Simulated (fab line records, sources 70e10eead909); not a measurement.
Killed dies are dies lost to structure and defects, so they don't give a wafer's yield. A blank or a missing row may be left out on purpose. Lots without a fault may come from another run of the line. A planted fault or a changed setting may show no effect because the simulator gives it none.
Chamber matching | flow nand_harc | NHARC_A_STAIRCASE_CMP_152 on cmp-02: 4 sister chambers
The step polishes. 14 wafers are shown with their chamber, then 7 later ones without.

WAFERS WITH THEIR CHAMBER
wafer  | chamber | motor_current_A (A)
L083.3 | 0       | 11.2
L083.4 | 3       | 11.6
L083.6 | 0       | 11.1
L086.1 | 1       | 13.8
L086.2 | 3       | 11.0
L086.6 | 2       | 11.5
L088.2 | 2       | 10.6
L088.3 | 0       | 11.1
L088.6 | 0       | 11.5
L091.1 | 3       | 11.7
L091.5 | 3       | 11.5
L091.6 | 0       | 11.8
L093.1 | 3       | 11.3
L093.2 | 2       | 12.0

SIGNATURES (means of the wafers above)
reading         | chamber 0 | chamber 1 | chamber 2 | chamber 3 | scatter within a chamber
motor_current_A | 11.340    | 13.800    | 11.367    | 11.420    | 0.411
Rule: a wafer's distance from a chamber is the root of the sum, over the readings, of the square of ((its reading less the chamber's mean) divided by the reading's scatter). The wafer belongs to the nearest chamber; if the next one is less than 2 further off, it can't be placed. The scatter: the root of (the sum of the squares of (reading less its chamber's mean) over the shown wafers, divided by (wafers less chambers)).

WAFERS WITHOUT THEIR CHAMBER
wafer  | motor_current_A (A)
L093.5 | 12.8
L094.2 | 14.3
L094.5 | 11.5
L094.6 | 11.1
L097.3 | 11.1
L097.4 | 11.5
L097.5 | 11.9

WHICH CHAMBER EACH WENT THROUGH
wafer  | from the rows above               | in truth
L093.5 | can't be placed: 1 or 3 or 2 or 0 | 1
L094.2 | 1                                 | 1
L094.5 | can't be placed: 3 or 2 or 0      | 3
L094.6 | can't be placed: 0 or 2 or 3      | 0
L097.3 | can't be placed: 0 or 2 or 3      | 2
L097.4 | can't be placed: 3 or 2 or 0      | 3
L097.5 | can't be placed: 3 or 2 or 0      | 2
Placed correctly: 1 of 7. Can't be placed from these rows: 6 (the true chamber is among the candidates in 6). Placed wrongly: 0.
